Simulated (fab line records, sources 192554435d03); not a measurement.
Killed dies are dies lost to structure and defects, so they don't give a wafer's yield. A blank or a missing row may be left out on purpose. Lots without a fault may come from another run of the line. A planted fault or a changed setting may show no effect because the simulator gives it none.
Which tool did it? | flow n5_finfet | 9 lots, 27 wafers sampled, at 2 steps of a route of 1938

WHAT THE GAUGES READ, wafer by wafer
N5_MOL_CONTACT_COAG_CD_MEAS_99: target cd 17.2 nm.
lot  | measured     | on        | cd_nm (nm)
L248 | day 5 11:08  | cd_sem-02 | 18.0 16.6 17.7
L249 | day 5 14:31  | cd_sem-02 | 16.9 16.8 17.1
L254 | day 6 21:07  | cd_sem-01 | 17.6 16.9 17.6
L255 | day 7 05:53  | cd_sem-03 | 17.3 17.4 17.7
L261 | day 8 13:07  | cd_sem-03 | 17.1 16.8 16.5
L262 | day 8 14:44  | cd_sem-01 | 17.3 16.8 17.4
L265 | day 9 10:05  | cd_sem-03 | 16.7 17.0 17.0
L268 | day 10 03:00 | cd_sem-02 | 17.1 17.8 16.8
L269 | day 10 12:01 | cd_sem-02 | 17.3 16.9 16.7

WHICH TOOL RAN EACH LOT (tool, then ch and the chambers of the sampled wafers, then the start)
lot  | N5_MOL_CONTACT_COAG_ETCH_110
L248 | rie_diel-04 ch 1,3, day 5 11:01
L249 | rie_diel-05 ch 1,3, day 5 14:24
L254 | rie_diel-02 ch 0,2,3, day 6 21:00
L255 | rie_diel-04 ch 1,2,3, day 7 05:46
L261 | rie_diel-05 ch 1,2,3, day 8 13:00
L262 | rie_diel-02 ch 0,1,2, day 8 14:37
L265 | rie_diel-05 ch 1,2,3, day 9 09:58
L268 | rie_diel-02 ch 0,2,3, day 10 02:53
L269 | rie_diel-02 ch 0,1,2, day 10 11:53
- N5_MOL_CONTACT_COAG_ETCH_110: etches Si in CF4/O2, target depth 2.5 nm, time 8 s.

THE ANSWER, worked out from the rows above alone
Rule: what is usual is taken from the lots themselves. Put in order of their means at a reading, lots are off if they are a third of the lots or fewer, leave a main group of 4 or more, and stand apart from it by a gap of 3 or more times the standard deviation of the main group's means; of several such gaps the widest counts. A main group whose means are all the same, to the digits that the tables above print for the reading, isn't used. A lot without any number at a reading at which 4 lots or more have one is off too. The other lots that the step has rows for count as sound.
No lot is off at any reading shown: from this, nothing can be told.

WHAT THE SIMULATOR HAD PUT IN
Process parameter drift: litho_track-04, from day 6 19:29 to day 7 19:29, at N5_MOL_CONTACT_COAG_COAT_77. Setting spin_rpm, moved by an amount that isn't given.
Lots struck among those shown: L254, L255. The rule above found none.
